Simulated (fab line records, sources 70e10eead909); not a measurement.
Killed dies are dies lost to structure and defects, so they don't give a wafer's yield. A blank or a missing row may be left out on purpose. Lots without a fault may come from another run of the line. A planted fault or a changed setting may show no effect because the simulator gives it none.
A struck lot beside a sound one | flow nand_harc | 14 steps out of a route of 1302
Sound: wafers L962.2, L962.3, L962.5. Struck: wafer L973.3. (L973.4, L973.6 of the same lot were not struck and are left out.) The cause comes at the end.
At each step with rows: each side's tool, then ch and its chambers, then its first start. Under that, the readings that differ: sound wafers | struck wafers | difference of the means | sigmas: that difference in standard deviations of wafers without a fault.
alike: readings whose means differ by less than 2 such deviations, and words and numbers that are the same on both sides. not compared: withheld readings, readings that some wafer has no value for, bounds like >300 that may hide the same value, and numbers for which the record gives no deviation and whose values overlap.
The two part at a step that has a row with sigmas, a row that says differs or no value, or rows on one side only. Numbers that don't overlap but have no deviation are shown without sigmas and don't part them. A reading that every wafer of one side lacks parts them only if that side has two wafers or more.

first, 1 step without rows for these wafers: NHARC_A_ONON_D1_DEP_12 (target thk 1000 nm).
NHARC_A_ONON_D1_THK_MEAS_14: measures by ellipsometry.
  sound on film_metro-01, day 8 03:13; struck on film_metro-01, day 12 20:38
  alike: thk_nm
then, 2 steps without rows for these wafers: NHARC_A_ONON_D1_ANNEAL_15 (time 3600 s); NHARC_A_ONON_D1_DEP_16 (target thk 1000 nm).
NHARC_A_ONON_D1_THK_MEAS_18: measures by ellipsometry.
  sound on film_metro-02, day 8 10:55; struck on film_metro-01, day 13 04:24
  alike: thk_nm
then, 1 step without rows for these wafers: NHARC_A_ONON_D1_DEP_19 (target thk 1000 nm).
NHARC_A_ONON_D1_THK_MEAS_21: measures by ellipsometry.
  sound on film_metro-02, day 8 11:29; struck on film_metro-01, day 13 04:59
  alike: thk_nm
then, 1 step without rows for these wafers: NHARC_A_ONON_D1_DEP_22 (target thk 1000 nm).
NHARC_A_ONON_D1_THK_MEAS_24: measures by ellipsometry.
  sound on film_metro-02, day 8 12:03; struck on film_metro-01, day 13 05:32
  alike: thk_nm
then, 1 step without rows for these wafers: NHARC_A_ONON_D1_DEP_25 (target thk 1000 nm).
NHARC_A_ONON_D1_THK_MEAS_27: measures by ellipsometry.
  sound on film_metro-02, day 8 12:37; struck on film_metro-02, day 13 06:06
  alike: thk_nm
NHARC_A_ONON_D1_DEP_28: target thk 1000 nm.
  sound on pecvd_onon-04 ch 0, day 8 12:44; struck on pecvd_onon-02 ch 0, day 13 06:17
  alike: sih4_flow_sccm
NHARC_A_ONON_D1_THK_MEAS_30: measures by ellipsometry.
  sound on film_metro-01, day 8 13:11; struck on film_metro-02, day 13 06:40
  reading     | sound       | struck | difference | sigmas
  thk_nm (nm) | 988 987 987 | 622    | -365       | -48
NHARC_A_ONON_D1_DEP_33: deposits SiO2, target thk 200 nm.
  sound on pecvd-04 ch 0,2, day 8 13:23; struck on pecvd-02 ch 1, day 13 06:46
  reading                | sound          | struck | difference | sigmas
  throttle_valve_pct (%) | 15.4 14.9 15.2 | 16.3   | +1.1       | +2
  alike: heater_power_w

WHERE THEY PART
First at NHARC_A_ONON_D1_THK_MEAS_30; last, within this record, at NHARC_A_ONON_D1_DEP_33.

WHY: what the simulator had put in
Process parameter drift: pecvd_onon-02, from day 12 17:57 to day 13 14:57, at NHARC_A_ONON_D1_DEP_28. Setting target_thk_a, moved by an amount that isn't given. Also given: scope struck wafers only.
